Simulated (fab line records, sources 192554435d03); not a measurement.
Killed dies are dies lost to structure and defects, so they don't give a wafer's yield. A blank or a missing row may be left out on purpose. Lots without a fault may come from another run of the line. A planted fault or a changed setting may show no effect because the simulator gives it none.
Chamber matching | flow n5_finfet | N5_HKMG_FIN_PWFM_ALD_03 on ald_metal-03: 4 sister chambers
The step deposits TiN, target thk 2 nm, pulse time 1 s, purge time 3 s. 4 wafers are shown with their chamber, then 9 later ones without.

WAFERS WITH THEIR CHAMBER
wafer  | chamber | heater_power_w (W)
L087.5 | 1       | 1025
L091.1 | 3       | 949
L091.2 | 0       | 757
L091.3 | 2       | 799

WAFERS WITHOUT THEIR CHAMBER
wafer  | heater_power_w (W)
L093.1 | 777
L093.2 | 796
L093.3 | 965
L093.4 | 1026
L093.5 | 1039
L093.6 | 800
L095.2 | 765
L095.3 | 803
L095.4 | 951

WHICH CHAMBER EACH WENT THROUGH
wafer  | from the rows above     | in truth
L093.1 | can't be placed: 0 or 2 | 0
L093.2 | 2                       | 2
L093.3 | 3                       | 3
L093.4 | 1                       | 1
L093.5 | 1                       | 1
L093.6 | 2                       | 2
L095.2 | 0                       | 0
L095.3 | 2                       | 2
L095.4 | 3                       | 3
Placed correctly: 8 of 9. Can't be placed from these rows: 1 (the true chamber is among the candidates in 1). Placed wrongly: 0.
How it was worked out, from the rows above alone: a wafer's distance from a chamber is the root of the sum, over the readings, of the square of ((its reading less the chamber's mean) divided by the reading's scatter). The wafer belongs to the nearest chamber; if the next one is less than 2 further off, it can't be placed. A chamber's mean is the mean of its shown wafers. The scatter: with one shown wafer a chamber, the root of the mean of the squares of how far each hidden wafer lies from its nearest shown one.
